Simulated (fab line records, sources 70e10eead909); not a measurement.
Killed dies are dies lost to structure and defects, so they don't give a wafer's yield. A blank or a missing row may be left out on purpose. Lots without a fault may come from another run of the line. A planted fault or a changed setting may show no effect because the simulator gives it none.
Which tool did it? | flow nand_harc | 24 lots, 72 wafers sampled, at 4 steps of a route of 1302

WHAT THE GAUGES READ, wafer by wafer
NHARC_A_CONTACT_CD_MEAS_15.
lot  | measured     | on        | cd_nm (nm)
L074 | day 22 08:24 | cd_sem-01 | 188.9 188.9 188.9
L075 | day 22 18:03 | cd_sem-03 | 190.1 190.2 189.5
L078 | day 23 19:48 | cd_sem-02 | 190.4 191.0 190.2
L076 | day 23 20:35 | cd_sem-03 | 188.9 189.5 189.5
L079 | day 23 21:58 | cd_sem-03 | 190.3 189.9 190.3
L077 | day 24 05:14 | cd_sem-01 | 190.2 189.7 190.2
L081 | day 24 14:10 | cd_sem-01 | 189.4 189.9 189.8
L080 | day 25 00:07 | cd_sem-03 | 190.3 189.7 189.7
L084 | day 25 23:32 | cd_sem-02 | 189.8 189.8 190.3
L082 | day 26 00:41 | cd_sem-02 | 190.0 189.2 189.3
L083 | day 26 01:36 | cd_sem-02 | 188.9 188.7 188.4
L085 | day 27 12:38 | cd_sem-03 | 190.4 190.0 190.4
L086 | day 27 14:50 | cd_sem-01 | 189.7 190.0 189.5
L087 | day 28 03:02 | cd_sem-03 | 189.8 190.7 190.9
L088 | day 28 08:13 | cd_sem-01 | 190.6 189.8 189.8
L089 | day 28 08:40 | cd_sem-01 | 190.1 190.4 190.1
L090 | day 28 20:07 | cd_sem-02 | 191.1 191.1 190.5
L091 | day 29 00:47 | cd_sem-01 | 189.4 190.0 189.9
L093 | day 29 14:09 | cd_sem-02 | 190.4 190.6 190.1
L092 | day 29 18:55 | cd_sem-01 | 189.6 189.0 189.8
L095 | day 30 14:46 | cd_sem-02 | 190.6 189.8 189.7
L094 | day 30 15:41 | cd_sem-02 | 188.8 188.1 189.3
L096 | day 31 08:28 | cd_sem-02 | 190.9 190.4 190.0
L097 | day 31 22:59 | cd_sem-01 | 189.0 189.8 189.4

WHICH TOOL RAN EACH LOT (tool, then ch and the chambers of the sampled wafers, then the start)
lot  | NHARC_A_CONTACT_ETCH_128             | NHARC_A_CONTACT_DEP_85          | NHARC_A_CONTACT_ETCH_137
L074 | har_cap_etch-02 ch 0,1, day 21 23:40 | pecvd-02 ch 0,1, day 22 04:15   | har_cap_etch-02 ch 0,1, day 22 07:04
L075 | har_cap_etch-03 ch 0, day 22 09:23   | pecvd-02 ch 0,1, day 22 13:59   | har_cap_etch-01 ch 0,1, day 22 16:46
L078 | har_cap_etch-03 ch 0,1, day 23 07:43 | pecvd-04 ch 0,2, day 23 15:34   | har_cap_etch-02 ch 0,1, day 23 18:20
L076 | har_cap_etch-01 ch 0, day 23 08:22   | pecvd-03 ch 1,2, day 23 15:47   | har_cap_etch-01 ch 0,1, day 23 19:13
L079 | har_cap_etch-02 ch 0,1, day 23 12:56 | pecvd-02 ch 0,2, day 23 18:05   | har_cap_etch-02 ch 1, day 23 20:43
L077 | har_cap_etch-01 ch 0,1, day 23 17:09 | pecvd-02 ch 0,1,2, day 23 21:45 | har_cap_etch-01 ch 0,1, day 24 03:39
L081 | har_cap_etch-02 ch 0,1, day 24 04:41 | pecvd-03 ch 0,1, day 24 09:42   | har_cap_etch-01 ch 0, day 24 12:53
L080 | har_cap_etch-03 ch 1, day 24 14:46   | pecvd-03 ch 0,1, day 24 20:04   | har_cap_etch-02 ch 0,1, day 24 22:49
L084 | har_cap_etch-01 ch 0,1, day 25 14:49 | pecvd-03 ch 0,2, day 25 19:29   | har_cap_etch-01 ch 0,1, day 25 22:09
L082 | har_cap_etch-03 ch 0,1, day 25 15:53 | pecvd-04 ch 0,1, day 25 20:37   | har_cap_etch-03 ch 0,1, day 25 23:24
L083 | har_cap_etch-02 ch 0,1, day 25 16:34 | pecvd-03 ch 0,1, day 25 21:34   | har_cap_etch-02 ch 0,1, day 26 00:19
L085 | har_cap_etch-02 ch 0,1, day 27 02:26 | pecvd-03 ch 1,2, day 27 07:05   | har_cap_etch-01 ch 0, day 27 11:05
L086 | har_cap_etch-01 ch 0, day 27 05:34   | pecvd-03 ch 0,1, day 27 10:41   | har_cap_etch-01 ch 1, day 27 13:31
L087 | har_cap_etch-02 ch 0,1, day 27 18:10 | pecvd-03 ch 0,2, day 27 22:58   | har_cap_etch-01 ch 0, day 28 01:43
L088 | har_cap_etch-03 ch 0, day 27 20:14   | pecvd-04 ch 0,1, day 28 04:08   | har_cap_etch-02 ch 0,1, day 28 06:57
L089 | har_cap_etch-01 ch 0,1, day 27 22:02 | pecvd-04 ch 1,2, day 28 04:27   | har_cap_etch-01 ch 0,1, day 28 07:22
L090 | har_cap_etch-03 ch 0,1, day 28 09:53 | pecvd-03 ch 1,2, day 28 16:02   | har_cap_etch-03 ch 0,1, day 28 18:48
L091 | har_cap_etch-02 ch 0,1, day 28 13:07 | pecvd-03 ch 0,2, day 28 20:33   | har_cap_etch-03 ch 0, day 28 23:24
L093 | har_cap_etch-01 ch 0, day 29 03:43   | pecvd-04 ch 0,1,2, day 29 10:01 | har_cap_etch-02 ch 1, day 29 12:53
L092 | har_cap_etch-03 ch 0,1, day 29 09:33 | pecvd-04 ch 0,2, day 29 14:52   | har_cap_etch-01 ch 0,1, day 29 17:43
L095 | har_cap_etch-01 ch 0,1, day 30 05:56 | pecvd-04 ch 0,1,2, day 30 10:33 | har_cap_etch-01 ch 0,1, day 30 13:20
L094 | har_cap_etch-03 ch 0,1, day 30 07:07 | pecvd-02 ch 0,1,2, day 30 11:40 | har_cap_etch-03 ch 0,1, day 30 14:29
L096 | har_cap_etch-02 ch 0,1, day 30 23:26 | pecvd-04 ch 0,1, day 31 04:17   | har_cap_etch-02 ch 0,1, day 31 07:08
L097 | har_cap_etch-01 ch 0,1, day 31 12:11 | pecvd-02 ch 1,2, day 31 18:31   | har_cap_etch-01 ch 0,1, day 31 21:40
- NHARC_A_CONTACT_ETCH_128: etches the open film in C4F8/O2/Ar, time 197 s, target depth 1918 nm.
- NHARC_A_CONTACT_DEP_85: deposits SiON, target thk 60 nm.
- NHARC_A_CONTACT_ETCH_137: etches the open film in C4F8/O2/Ar, time 311 s, target depth 1912 nm.

WHAT THE TOOLS THEMSELVES READ (means of the sampled wafers that have a number; where no wafer has one, the mark that the record gives instead)
NHARC_A_CONTACT_DEP_85.
lot  | tool     | heater_power_w (W) | rf_fwd_power_W (W)
L074 | pecvd-02 | 814                | 349.5
L075 | pecvd-02 | 760                | 348.7
L078 | pecvd-04 | 749                | 349.2
L076 | pecvd-03 | 832                | 347.1
L079 | pecvd-02 | 758                | 350.2
L077 | pecvd-02 | 830                | 348.5
L081 | pecvd-03 | 804                | 347.2
L080 | pecvd-03 | 773                | 348.7
L084 | pecvd-03 | 757                | 347.6
L082 | pecvd-04 | 732                | 349.9
L083 | pecvd-03 | 752                | 348.3
L085 | pecvd-03 | 812                | 346.8
L086 | pecvd-03 | 851                | 348.0
L087 | pecvd-03 | 821                | 348.0
L088 | pecvd-04 | 841                | 349.1
L089 | pecvd-04 | 816                | 348.1
L090 | pecvd-03 | 821                | 347.7
L091 | pecvd-03 | 699                | 348.1
L093 | pecvd-04 | 779                | 349.8
L092 | pecvd-04 | 792                | 348.5
L095 | pecvd-04 | 813                | 348.3
L094 | pecvd-02 | 804                | 349.5
L096 | pecvd-04 | 798                | 347.6
L097 | pecvd-02 | 865                | 349.0

THE ANSWER, worked out from the rows above alone
Rule: what is usual is taken from the lots themselves. Put in order of their means at a reading, lots are off if they are a third of the lots or fewer, leave a main group of 4 or more, and stand apart from it by a gap of 3 or more times the standard deviation of the main group's means; of several such gaps the widest counts. A main group whose means are all the same, to the digits that the tables above print for the reading, isn't used. A lot without any number at a reading at which 4 lots or more have one is off too. The other lots that the step has rows for count as sound. The gauges are gone through in route order, then the tools' own readings, and for those a lot's mean is taken as printed above. The first step at which some lot is off is used, and at that step the reading that is off furthest; a lot without a number counts as furthest.
No lot is off at any reading shown: from this, nothing can be told.

WHAT THE SIMULATOR HAD PUT IN
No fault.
